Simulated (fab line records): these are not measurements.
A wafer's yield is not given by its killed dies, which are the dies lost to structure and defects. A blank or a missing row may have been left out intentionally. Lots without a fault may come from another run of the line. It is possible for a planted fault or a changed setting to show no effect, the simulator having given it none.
The tool behind it: which one? | flow n5_finfet | 9 lots with 27 wafers sampled at 6 steps, on a route of 1938 steps

== WHAT EACH GAUGE READ, for each wafer ==
N5_BEOL_M2_CD_MEAS_28: target cd 26.2 nm, target cd y 24.1 nm. Usual: cd_nm 26.16 nm, standard deviation 0.23.
lot  | measured     | on        | cd_nm (nm)        | flag
L412 | day 7 04:01  | cd_sem-01 | 26.26 26.26 26.16 |
L413 | day 7 07:01  | cd_sem-02 | 26.04 26.39 25.97 |
L416 | day 8 01:22  | cd_sem-02 | 25.97 25.84 26.17 |
L417 | day 8 06:34  | cd_sem-03 | 26.49 26.07 26.52 |
L418 | day 8 23:44  | cd_sem-02 | 25.74 25.85 26.08 |
L422 | day 9 17:46  | cd_sem-01 | 26.44 26.20 26.38 |
L427 | day 10 23:32 | cd_sem-03 | 25.90 26.53 26.15 |
L431 | day 11 18:51 | cd_sem-01 | 26.26 26.33 26.12 |
L433 | day 12 16:34 | cd_sem-01 | 26.11 25.81 25.73 |

N5_BEOL_M2_OVL_MEAS_29. Usual: for V1_OVL the level is -0.7 nm and the standard deviation is 0.76.
lot  | measured     | on         | V1_OVL (nm)    | flag
L412 | day 7 04:04  | overlay-02 | -2.1 -1.2 -0.9 |
L413 | day 7 07:04  | overlay-02 | 0.7 1.1 -0.8   |
L416 | day 8 01:24  | overlay-01 | 0.4 -0.4 -0.4  |
L417 | day 8 06:35  | overlay-01 | -1.5 0.0 -0.5  |
L418 | day 8 23:46  | overlay-01 | -1.0 0.2 -0.8  |
L422 | day 9 17:49  | overlay-01 | -0.1 -0.8 -0.3 |
L427 | day 10 23:35 | overlay-02 | -0.8 -1.8 -2.0 |
L431 | day 11 18:53 | overlay-02 | -0.2 -0.7 -1.6 |
L433 | day 12 16:35 | overlay-01 | -1.4 -1.6 -1.9 |

N5_BEOL_M2_INSPECT_30: inspects for defects (brightfield). Usual: raw_defect_count 425, standard deviation 98.
lot  | measured     | on                | raw_defect_count | flag
L412 | day 7 04:07  | defect_inspect-01 | 558 378 464      |
L413 | day 7 07:07  | defect_inspect-02 | 375 402 396      |
L416 | day 8 01:27  | defect_inspect-02 | 431 408 296      |
L417 | day 8 06:39  | defect_inspect-02 | 430 426 704      |
L418 | day 8 23:49  | defect_inspect-01 | 285 382 410      |
L422 | day 9 17:51  | defect_inspect-02 | 264 318 296      |
L427 | day 10 23:38 | defect_inspect-02 | 591 1855 1766    | OFF
L431 | day 11 18:57 | defect_inspect-01 | 683 514 453      |
L433 | day 12 16:39 | defect_inspect-01 | 487 417 419      |

N5_BEOL_M4_RC_MEAS_101. Usual: DIBL_N 36.5 mV/V, standard deviation 1.4; DIBL_P 36.6 mV/V, standard deviation 1.6; IOFF_N 0.160 nA/um, standard deviation 0.024; IOFF_P 0.217 nA/um, standard deviation 0.029; ION_N 674 uA/um, standard deviation 8.7; ION_P 464 uA/um, standard deviation 6.5; SS_N 71.6 mV/dec, standard deviation 0.47; SS_P 73.4 mV/dec, standard deviation 0.57; VT_N 250.0 mV, standard deviation 2.5; VT_P -250 mV, standard deviation 3.1.
lot  | measured     | on        | DIBL_N (mV/V)  | DIBL_P (mV/V)  | IOFF_N (nA/um)    | IOFF_P (nA/um)    | ION_N (uA/um) | ION_P (uA/um) | SS_N (mV/dec)  | SS_P (mV/dec)  | VT_N (mV)         | VT_P (mV)      | flag
L412 | day 8 17:36  | prober-01 | 36.9 34.8 37.4 | 37.8 34.3 37.7 | 0.177 0.138 0.188 | 0.222 0.175 0.220 | 669 678 690   | 460 463 466   | 71.7 70.9 71.8 | 73.2 73.1 74.0 | 248.6 253.1 247.8 | -249 -252 -250 |
L413 | day 9 01:41  | prober-02 | 34.9 33.5 35.1 | 35.5 33.6 36.0 | 0.155 0.128 0.159 | 0.228 0.191 0.224 | 680 667 687   | 471 466 471   | 71.6 71.3 72.0 | 73.5 72.9 73.1 | 249.3 252.2 249.7 | -249 -252 -247 |
L416 | day 9 20:58  | prober-01 | 36.2 35.4 36.4 | 36.6 34.5 37.0 | 0.161 0.140 0.168 | 0.244 0.202 0.238 | 670 670 679   | 472 462 470   | 71.7 71.5 71.6 | 74.0 72.5 73.5 | 248.0 250.6 248.6 | -245 -246 -246 |
L417 | day 10 00:01 | prober-01 | 38.3 35.9 37.5 | 38.1 33.7 36.4 | 0.188 0.130 0.166 | 0.269 0.193 0.238 | 683 663 663   | 473 467 462   | 71.7 71.6 72.2 | 74.7 72.2 73.8 | 248.0 253.9 250.4 | -245 -249 -250 |
L418 | day 10 11:13 | prober-01 | 36.3 37.1 36.9 | 37.3 37.9 37.7 | 0.169 0.187 0.176 | 0.261 0.267 0.256 | 678 673 689   | 474 474 474   | 71.1 72.0 71.9 | 74.2 73.4 73.4 | 248.6 245.1 248.4 | -245 -243 -244 |
L422 | day 11 04:09 | prober-01 | 35.7 37.9 36.0 | 35.4 37.3 35.4 | 0.134 0.174 0.140 | 0.212 0.239 0.210 | 666 681 675   | 469 465 468   | 70.7 72.1 71.0 | 72.5 73.1 72.9 | 251.2 249.5 249.9 | -249 -246 -249 |
L427 | day 12 06:28 | prober-02 | 35.3 36.1 35.7 | 34.2 35.6 35.5 | 0.112 0.127 0.127 | 0.167 0.185 0.185 | 653 663 666   | 454 462 462   | 71.0 71.2 71.4 | 72.3 73.1 73.3 | 253.4 254.9 253.7 | -255 -252 -252 |
L431 | day 12 22:23 | prober-01 | 35.9 34.7 35.5 | 35.8 34.1 34.8 | 0.153 0.133 0.139 | 0.224 0.208 0.221 | 681 670 662   | 465 466 465   | 71.5 70.7 71.4 | 73.0 73.3 73.3 | 249.2 252.9 250.5 | -249 -246 -246 |
L433 | day 13 16:08 | prober-02 | 37.0 36.4 36.7 | 36.3 36.3 36.4 | 0.169 0.166 0.173 | 0.218 0.213 0.222 | 677 682 680   | 459 464 464   | 72.2 71.4 72.0 | 72.9 74.0 73.8 | 249.2 247.6 247.2 | -251 -252 -249 |

== TOOL THAT RAN EACH LOT (tool first, then ch and the chambers of the sampled wafers, then the start) ==
lot  | N5_BEOL_M2_ETCH_64                 | N5_BEOL_M2_ETCH_70
L412 | rie_diel-06 ch 0,1,2, day 7 03:17  | rie_diel-01 ch 0,3, day 7 12:41
L413 | rie_diel-01 ch 0,1,2, day 7 06:20  | rie_diel-01 ch 0,1, day 7 15:26
L416 | rie_diel-01 ch 0,1, day 8 00:41    | rie_diel-06 ch 2,3, day 8 11:01
L417 | rie_diel-01 ch 0,1,2, day 8 05:53  | rie_diel-06 ch 0,1,2, day 8 16:29
L418 | rie_diel-06 ch 1,2,3, day 8 22:56  | rie_diel-01 ch 0,1,3, day 9 03:58
L422 | rie_diel-06 ch 2,3, day 9 16:53    | rie_diel-01 ch 1,2, day 9 20:17
L427 | rie_diel-06 ch 1,2, day 10 22:44   | rie_diel-06 ch 0,1,2, day 11 08:08
L431 | rie_diel-02 ch 0,1,2, day 11 18:03 | rie_diel-01 ch 0,1,3, day 11 22:59
L433 | rie_diel-02 ch 0,2, day 12 15:53   | rie_diel-02 ch 0,3, day 12 18:24
- N5_BEOL_M2_ETCH_64: etches SOC in N2/H2, target depth 75 nm, overetch 22.5 nm, time 121.9 s.
- N5_BEOL_M2_ETCH_70: etches SOC in N2/H2, target depth 80 nm, overetch 24 nm, time 130 s.

== WHAT THE TOOLS THEMSELVES READ (means of the sampled wafers that have a number; where no wafer has one, the mark that the record gives instead) ==
N5_BEOL_M2_ETCH_64. Usual: chamber_pressure_mTorr 30.004 mTorr, standard deviation 0.03; drypump_motor_current_A 5.7 A, standard deviation 0.44; oes_product_au 0.60 a.u., standard deviation 0.056; rf_vpp_V 524.8 V, standard deviation 2.9; showerhead_plenum_p_Torr 2.57 Torr, standard deviation 0.1; throttle_valve_pct 17.84 %, standard deviation 0.28.
lot  | tool        | chamber_pressure_mTorr (mTorr) | drypump_motor_current_A (A) | oes_product_au (a.u.) | rf_vpp_V (V) | showerhead_plenum_p_Torr (Torr) | throttle_valve_pct (%) | flag
L412 | rie_diel-06 | 29.999                         | 5.4                         | 0.66                  | 523.2        | 2.54                            | 17.74                  |
L413 | rie_diel-01 | 30.002                         | 5.4                         | 0.59                  | 525.0        | 2.58                            | 17.91                  |
L416 | rie_diel-01 | 29.995                         | 5.6                         | 0.62                  | 525.7        | 2.61                            | 17.72                  |
L417 | rie_diel-01 | 30.004                         | 5.4                         | 0.58                  | 525.0        | 2.58                            | 17.93                  |
L418 | rie_diel-06 | 30.017                         | 5.6                         | 0.61                  | 524.5        | 2.55                            | 17.97                  |
L422 | rie_diel-06 | 30.002                         | 5.7                         | 0.56                  | 525.4        | 2.60                            | 18.22                  |
L427 | rie_diel-06 | 30.029                         | 5.1                         | 0.62                  | 523.9        | 2.52                            | 17.75                  |
L431 | rie_diel-02 | 30.025                         | 6.0                         | 0.60                  | 527.4        | 2.66                            | 17.75                  |
L433 | rie_diel-02 | 30.012                         | 5.7                         | 0.64                  | 527.6        | 2.68                            | 17.60                  |

N5_BEOL_M2_ETCH_70. Usual: chamber_pressure_mTorr 30.00 mTorr, standard deviation 0.03; drypump_motor_current_A 5.8 A, standard deviation 0.44; oes_product_au 0.58 a.u., standard deviation 0.055; rf_vpp_V 524.6 V, standard deviation 2.8; showerhead_plenum_p_Torr 2.57 Torr, standard deviation 0.099; throttle_valve_pct 17.85 %, standard deviation 0.29.
lot  | tool        | chamber_pressure_mTorr (mTorr) | drypump_motor_current_A (A) | oes_product_au (a.u.) | rf_vpp_V (V) | showerhead_plenum_p_Torr (Torr) | throttle_valve_pct (%) | flag
L412 | rie_diel-01 | 29.99                          | 6.0                         | 0.57                  | 525.4        | 2.58                            | 17.88                  |
L413 | rie_diel-01 | 29.99                          | 5.6                         | 0.61                  | 524.7        | 2.61                            | 17.72                  |
L416 | rie_diel-06 | 30.01                          | 6.1                         | 0.55                  | 525.9        | 2.59                            | 18.22                  |
L417 | rie_diel-06 | 29.99                          | 5.4                         | 0.62                  | 523.7        | 2.54                            | 17.77                  |
L418 | rie_diel-01 | 30.01                          | 5.8                         | 0.58                  | 524.7        | 2.59                            | 17.82                  |
L422 | rie_diel-01 | 29.99                          | 5.4                         | 0.58                  | 526.5        | 2.66                            | 17.80                  |
L427 | rie_diel-06 | 29.98                          | 5.4                         | 0.60                  | 524.4        | 2.53                            | 17.81                  |
L431 | rie_diel-01 | 30.06                          | 5.8                         | 0.55                  | 523.9        | 2.58                            | 17.87                  |
L433 | rie_diel-02 | 29.98                          | 5.8                         | 0.57                  | 523.4        | 2.52                            | 17.60                  |

== THE ANSWER, worked out from the rows above alone ==
Rule: a lot counts as off when the mean over its wafers that have a number is more than 3 standard deviations away from the usual mean. Also off: a lot with no number at a reading for which 4 or more lots have one. The other lots that the step has rows for count as sound. After the gauges, taken in route order, come the tools' own readings; for these a lot's mean is taken, as printed above. At the first step where some lot is off, the reading lying furthest off is the one used; lots without a number count as furthest.
Off: L427 (N5_BEOL_M2_INSPECT_30, raw_defect_count).
A tool fits if, at a process step before that reading, it ran every lot that is off, and no sound lot after the first of them. Those tools and the gauges at N5_BEOL_M2_INSPECT_30 are tried in the same way. This does not decide it: 2 tools fit, namely rie_diel-06 at N5_BEOL_M2_ETCH_64 and defect_inspect-02 at N5_BEOL_M2_INSPECT_30.

== WHAT WAS PUT IN BY THE SIMULATOR ==
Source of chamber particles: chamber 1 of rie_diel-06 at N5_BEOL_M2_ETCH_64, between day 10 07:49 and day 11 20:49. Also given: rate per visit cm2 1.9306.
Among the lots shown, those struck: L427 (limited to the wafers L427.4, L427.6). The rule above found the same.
